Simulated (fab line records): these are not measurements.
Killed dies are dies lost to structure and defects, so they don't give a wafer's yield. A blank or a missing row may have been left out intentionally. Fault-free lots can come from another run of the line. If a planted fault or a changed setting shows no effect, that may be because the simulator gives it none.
Lot-split experiment / flow n5Finfet / on a route of 1938 steps: 7 lots, 21 wafers read

== SPLIT DETAILS ==
At N5_BEOL_M0_ETCH_109 (etches SiCN in CH3F/O2, target depth 8 nm, overetch 2.4 nm, time 27.4 s), the setting biasW was moved away from the recipe's 75 W on 7 of the 21 wafers read, by +12.2% to +17.7%. For the rest of the wafers, this setting stayed at what the recipe calls for.

The reading is taken at the split's own step.

== THE READING ==
rfVppV, in V, at N5_BEOL_M0_ETCH_109 (etches SiCN in CH3F/O2, target depth 8 nm, overetch 2.4 nm, time 27.4 s). On this fab line, fault-free wafers typically give 297.8 V with a standard deviation of 1.5 V.

wafer=L075.3; tool, chamber at the split=rieDiel-05, 3; biasW as run, W=75; against the recipe=recipe; rfVppV, V=295.1; against lot-mates on the recipe=-
wafer=L075.4; tool, chamber at the split=rieDiel-05, 2; biasW as run, W=85.41; against the recipe=+13.9%; rfVppV, V=324.3; against lot-mates on the recipe=+29.2
wafer=L075.6; tool, chamber at the split=rieDiel-05, 1; biasW as run, W=85.41; against the recipe=+13.9%; rfVppV, V=323.6; against lot-mates on the recipe=+28.5
wafer=L076.3; tool, chamber at the split=rieDiel-04, 0; biasW as run, W=75; against the recipe=recipe; rfVppV, V=297.2; against lot-mates on the recipe=-
wafer=L076.5; tool, chamber at the split=rieDiel-04, 3; biasW as run, W=75; against the recipe=recipe; rfVppV, V=298.4; against lot-mates on the recipe=-
wafer=L076.6; tool, chamber at the split=rieDiel-04, 0; biasW as run, W=75; against the recipe=recipe; rfVppV, V=298.8; against lot-mates on the recipe=-
wafer=L080.1; tool, chamber at the split=rieDiel-03, 2; biasW as run, W=75; against the recipe=recipe; rfVppV, V=301.3; against lot-mates on the recipe=-
wafer=L080.2; tool, chamber at the split=rieDiel-03, 1; biasW as run, W=75; against the recipe=recipe; rfVppV, V=295.8; against lot-mates on the recipe=-
wafer=L080.3; tool, chamber at the split=rieDiel-03, 3; biasW as run, W=75; against the recipe=recipe; rfVppV, V=297.7; against lot-mates on the recipe=-
wafer=L081.1; tool, chamber at the split=rieDiel-04, 2; biasW as run, W=75; against the recipe=recipe; rfVppV, V=297.0; against lot-mates on the recipe=-
wafer=L081.2; tool, chamber at the split=rieDiel-04, 1; biasW as run, W=75; against the recipe=recipe; rfVppV, V=298.1; against lot-mates on the recipe=-
wafer=L081.4; tool, chamber at the split=rieDiel-04, 3; biasW as run, W=75; against the recipe=recipe; rfVppV, V=296.9; against lot-mates on the recipe=-
wafer=L083.2; tool, chamber at the split=rieDiel-04, 0; biasW as run, W=75; against the recipe=recipe; rfVppV, V=299.8; against lot-mates on the recipe=-
wafer=L083.5; tool, chamber at the split=rieDiel-04, 0; biasW as run, W=87.14; against the recipe=+16.2%; rfVppV, V=328.7; against lot-mates on the recipe=+28.9
wafer=L083.6; tool, chamber at the split=rieDiel-04, 1; biasW as run, W=87.14; against the recipe=+16.2%; rfVppV, V=329.4; against lot-mates on the recipe=+29.6
wafer=L085.4; tool, chamber at the split=rieDiel-03, 2; biasW as run, W=88.27; against the recipe=+17.7%; rfVppV, V=333.0; against lot-mates on the recipe=+34.8
wafer=L085.5; tool, chamber at the split=rieDiel-03, 2; biasW as run, W=75; against the recipe=recipe; rfVppV, V=298.2; against lot-mates on the recipe=-
wafer=L085.6; tool, chamber at the split=rieDiel-03, 1; biasW as run, W=88.27; against the recipe=+17.7%; rfVppV, V=326.0; against lot-mates on the recipe=+27.8
wafer=L092.2; tool, chamber at the split=rieDiel-04, 3; biasW as run, W=75; against the recipe=recipe; rfVppV, V=297.3; against lot-mates on the recipe=-
wafer=L092.5; tool, chamber at the split=rieDiel-04, 0; biasW as run, W=84.13; against the recipe=+12.2%; rfVppV, V=321.8; against lot-mates on the recipe=+24.7
wafer=L092.6; tool, chamber at the split=rieDiel-04, 3; biasW as run, W=75; against the recipe=recipe; rfVppV, V=296.9; against lot-mates on the recipe=-

THE FIT
A straight line over all 21 wafers: rfVppV changes by +1.87 V for each +1% of biasW; r = +0.99; the points scatter about the line by 1.8 V.
The same after taking each lot's own level away (the mean of its wafers on the recipe; 21 wafers): +1.87 V for each +1%; r = +0.99; scatter 1.9 V.
On that fit, the largest move of biasW shifts the reading by 33 V.
From 295.10 to 299.80 V: that is the span of the lots' own levels, equal to 3.1 times the standard deviation above.
The two slopes are in agreement: the lot-to-lot level therefore moves the slope only a little.
Check: with one of the wafers moved furthest among these (+17.7%) left out of the fit, the line predicts +32.8 V for it against its lot-mates. It came out at +34.8 V against them.
Tool readings at the split's step, against how far the setting was moved: rfVppV r = +0.99.

== FURTHER SPLITS ON THESE WAFERS ==
Note: prior to the reading, these wafers also went through further splits. Each is held against what the fit with the lots' levels taken away leaves over:
other split on the same wafers=N5_SD_EPI_N_EPI_21 epiGrowthTimeS; wafers away from the commonest value=9; r with rfVppV (lot level and that fit taken away)=-0.21
other split on the same wafers=N5_SD_EPI_P_COAT_34 spinRpm; wafers away from the commonest value=7; r with rfVppV (lot level and that fit taken away)=-0.03
other split on the same wafers=N5_SDB_ALD_29 aldCycles; wafers away from the commonest value=8; r with rfVppV (lot level and that fit taken away)=+0.16
other split on the same wafers=N5_HKMG_FIN_ETCH_32 biasW; wafers away from the commonest value=9; r with rfVppV (lot level and that fit taken away)=+0.01
other split on the same wafers=N5_GATE_CUT_ALD_22 aldCycles; wafers away from the commonest value=11; r with rfVppV (lot level and that fit taken away)=-0.19
other split on the same wafers=N5_MOL_CONTACT_COAG_ETCH_91 timeS; wafers away from the commonest value=7; r with rfVppV (lot level and that fit taken away)=-0.28
other split on the same wafers=N5_BEOL_M0_SAQP_HM_DEP_02 targetThkA; wafers away from the commonest value=9; r with rfVppV (lot level and that fit taken away)=-0.25
other split on the same wafers=N5_BEOL_M0_SAQP_COAT_81 spinRpm; wafers away from the commonest value=7; r with rfVppV (lot level and that fit taken away)=-0.34

== THE FILE'S OWN FIT ==
rfVppV changes by +1.89 V for each +1% of biasW, r = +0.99.
